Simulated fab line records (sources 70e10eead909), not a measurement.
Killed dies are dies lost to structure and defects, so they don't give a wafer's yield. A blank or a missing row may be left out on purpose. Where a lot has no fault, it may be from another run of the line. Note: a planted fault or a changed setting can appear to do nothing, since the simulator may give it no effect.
Which tool is to blame? -- flow nandHarc -- 36 wafers from 12 lots sampled at 4 of the route's 1159 steps

## WHAT EACH GAUGE READ, for each wafer
NHARC_THIN_TSV_CD_MEAS_12 targets a cd of 1000 nm.
lot,measured,on,cdNm (nm)
L172,day 19 03:44,cdSem-02,1001.1 998.1 999.8
L173,day 18 20:55,cdSem-03,1000.6 1002.1 1001.3
L175,day 19 10:32,cdSem-01,1003.8 1002.2 1003.2
L174,day 19 02:32,cdSem-03,1002.1 997.4 999.4
L176,day 19 11:43,cdSem-01,1001.8 1002.3 1003.4
L177,day 21 09:10,cdSem-01,1002.7 1003.5 1000.7
L178,day 20 22:49,cdSem-01,1001.7 995.7 995.7
L179,day 20 04:28,cdSem-02,995.3 996.2 996.1
L183,day 21 17:28,cdSem-01,1000.9 998.6 999.2
L190,day 23 13:28,cdSem-01,997.1 998.8 999.3
L192,day 23 20:30,cdSem-02,997.5 999.5 998.3
L194,day 24 10:59,cdSem-01,1004.8 1004.7 1002.1

NHARC_THIN_TSV_CD_MEAS_16.
lot,measured,on,cdNm (nm)
L172,day 19 04:41,cdSem-01,1000.4 999.5 1001.2
L173,day 18 21:53,cdSem-01,1001.2 1002.2 1002.0
L175,day 19 11:29,cdSem-03,1005.2 1002.2 1003.3
L174,day 19 03:29,cdSem-02,1002.7 998.7 998.9
L176,day 19 12:41,cdSem-01,1002.6 1003.5 1003.4
L177,day 21 10:08,cdSem-03,1001.9 1004.4 1000.3
L178,day 20 23:47,cdSem-03,1002.9 996.4 997.7
L179,day 20 05:26,cdSem-02,995.2 996.6 996.2
L183,day 21 18:26,cdSem-03,1001.0 999.6 999.5
L190,day 23 14:25,cdSem-02,997.9 999.7 999.5
L192,day 23 21:29,cdSem-03,997.9 1000.1 998.9
L194,day 24 11:58,cdSem-02,1003.5 1004.6 1000.4

NHARC_END_WLT_00.
lot,measured,on,VT_DECK1_BOTTOM,VT_DECK1_BOTTOM_INNER,VT_DECK1_MEDIAN_NEAR_BOTTOM,VT_DECK1_MEDIAN_NEAR_BOTTOM_INNER,VT_DECK1_MIDDLE,VT_DECK1_MIDDLE_INNER,VT_DECK1_TOP,VT_DECK1_TOP_INNER
L172,day 19 21:34,prober-01,0.873 0.857 0.864,0.872 0.844 0.865,0.866 0.858 0.863,0.863 0.857 0.868,0.876 0.868 0.870,0.875 0.869 0.877,0.880 0.889 0.883,0.888 0.884 0.885
L173,day 19 07:33,prober-02,0.858 0.864 0.875,0.864 0.866 0.878,0.871 0.871 0.880,0.867 0.870 0.864,0.882 0.888 0.885,0.892 0.877 0.883,0.898 0.898 0.889,0.900 0.897 0.888
L175,day 20 05:22,prober-01,0.875 0.870 0.854,0.880 0.860 0.854,0.876 0.863 0.856,0.878 0.860 0.858,0.886 0.889 0.870,0.888 0.875 0.874,0.895 0.892 0.892,0.883 0.896 0.899
L174,day 19 14:23,prober-02,0.869 0.870 0.867,0.869 0.869 0.869,0.861 0.869 0.873,0.860 0.865 0.874,0.877 0.878 0.886,0.873 0.875 0.887,0.887 0.890 0.887,0.886 0.884 0.887
L176,day 19 22:13,prober-02,0.865 0.861 0.873,0.867 0.866 0.867,0.860 0.870 0.869,0.859 0.867 0.868,0.875 0.876 0.881,0.882 0.877 0.883,0.898 0.890 0.885,0.892 0.899 0.889
L177,day 21 22:17,prober-02,0.861 0.868 0.870,0.862 0.870 0.873,0.873 0.867 0.863,0.873 0.881 0.877,0.890 0.885 0.888,0.887 0.886 0.885,0.905 0.903 0.893,0.910 0.895 0.905
L178,day 21 10:01,prober-02,0.868 0.858 0.856,0.866 0.865 0.865,0.865 0.848 0.862,0.869 0.857 0.861,0.881 0.872 0.878,0.886 0.875 0.876,0.876 0.887 0.891,0.885 0.885 0.892
L179,day 20 18:33,prober-02,0.872 0.867 0.867,0.862 0.862 0.860,0.874 0.859 0.865,0.874 0.863 0.873,0.879 0.883 0.881,0.887 0.878 0.875,0.901 0.893 0.901,0.892 0.898 0.897
L183,day 22 06:46,prober-02,0.888 0.891 0.895,0.898 0.888 0.897,0.894 0.902 0.897,0.893 0.891 0.902,0.902 0.902 0.905,0.899 0.899 0.913,0.915 0.914 0.915,0.910 0.909 0.916
L190,day 24 00:30,prober-01,0.878 0.866 0.867,0.879 0.864 0.863,0.872 0.865 0.867,0.877 0.866 0.870,0.879 0.878 0.880,0.883 0.876 0.881,0.892 0.897 0.884,0.889 0.898 0.886
L192,day 24 08:27,prober-02,0.861 0.872 0.868,0.863 0.858 0.871,0.869 0.862 0.869,0.868 0.872 0.871,0.870 0.877 0.882,0.874 0.878 0.878,0.886 0.888 0.891,0.892 0.885 0.884
L194,day 24 23:41,prober-01,0.873 0.851 0.861,0.874 0.856 0.866,0.873 0.862 0.862,0.876 0.867 0.857,0.884 0.871 0.879,0.892 0.871 0.879,0.889 0.886 0.899,0.887 0.886 0.889

## EACH LOT AND THE TOOL THAT RAN IT (in order: tool; ch and the chambers of the sampled wafers; start)
lot,NHARC_P_GATE_PRECLEAN_70
L172,"wetBench-03 ch 3,4,6, day 4 06:21"
L173,"wetBench-09 ch 0,1,2, day 4 06:21"
L175,"wetBench-03 ch 3,4,6, day 4 11:38"
L174,"wetBench-04 ch 2,4,5, day 4 11:38"
L176,"wetBench-03 ch 0,2,3, day 4 20:23"
L177,"wetBench-09 ch 5,6,7, day 5 03:34"
L178,"wetBench-03 ch 1,6,7, day 5 12:54"
L179,"wetBench-04 ch 0,2,4, day 5 20:24"
L183,"wetBench-03 ch 0,1,5, day 6 22:40"
L190,"wetBench-04 ch 1,3,7, day 8 12:40"
L192,"wetBench-04 ch 3,6,7, day 8 19:50"
L194,"wetBench-09 ch 2,3,5, day 9 10:08"
- NHARC_P_GATE_PRECLEAN_70: cleans in SC1.

## WHAT THE TOOLS THEMSELVES READ (means of the sampled wafers that have a number; where no wafer has one, the mark that the record gives instead)
NHARC_P_GATE_PRECLEAN_70.
lot,tool,sc1H2o2EndMolL
L172,wetBench-03,0.3695
L173,wetBench-09,0.3693
L175,wetBench-03,0.3706
L174,wetBench-04,0.3699
L176,wetBench-03,0.3703
L177,wetBench-09,0.3694
L178,wetBench-03,0.3702
L179,wetBench-04,0.3697
L183,wetBench-03,0.3695
L190,wetBench-04,0.3703
L192,wetBench-04,0.3700
L194,wetBench-09,0.3697

## THE ANSWER, worked out from the rows above alone
Rule: the usual values come from the lots themselves. Put in order of their means at a reading, lots are off if they are a third of the lots or fewer, leave a main group of 4 or more, and stand apart from it by a gap of 3 or more times the standard deviation of the main group's means; of several such gaps the widest counts. Not used: any main group whose means are identical at the precision the tables above print for the reading. Also off: a lot with no number at a reading for which 4 or more lots have one. Where the step has rows for the other lots, those lots are counted as sound. The gauges are gone through in route order, then the tools' own readings, and for those a lot's mean is taken as printed above. At the first step where some lot is off, the reading lying furthest off is the one used; lots without a number count as furthest.
Off: L183, at NHARC_END_WLT_00 (VT_DECK1_BOTTOM_INNER). Mean 0.866 and standard deviation 0.0029 in the main group.
If a tool, at a process step before that reading, ran all the lots that are off and no sound lot after the first of them, it fits. Gauges at NHARC_END_WLT_00: tried the same way as those tools. One fits: NHARC_P_GATE_PRECLEAN_70 on wetBench-03. Its last sound lot is L178 (day 5 12:54), its first lot that is off L183 (day 6 22:40): a fault that began between those two fits.

## WHAT THE SIMULATOR HAD PUT IN
Metallic contamination source: wetBench-03, from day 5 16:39 on, at NHARC_P_GATE_PRECLEAN_70. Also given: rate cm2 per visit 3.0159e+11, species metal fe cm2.
Lots struck among those shown: L183. Same finding as the rule above.
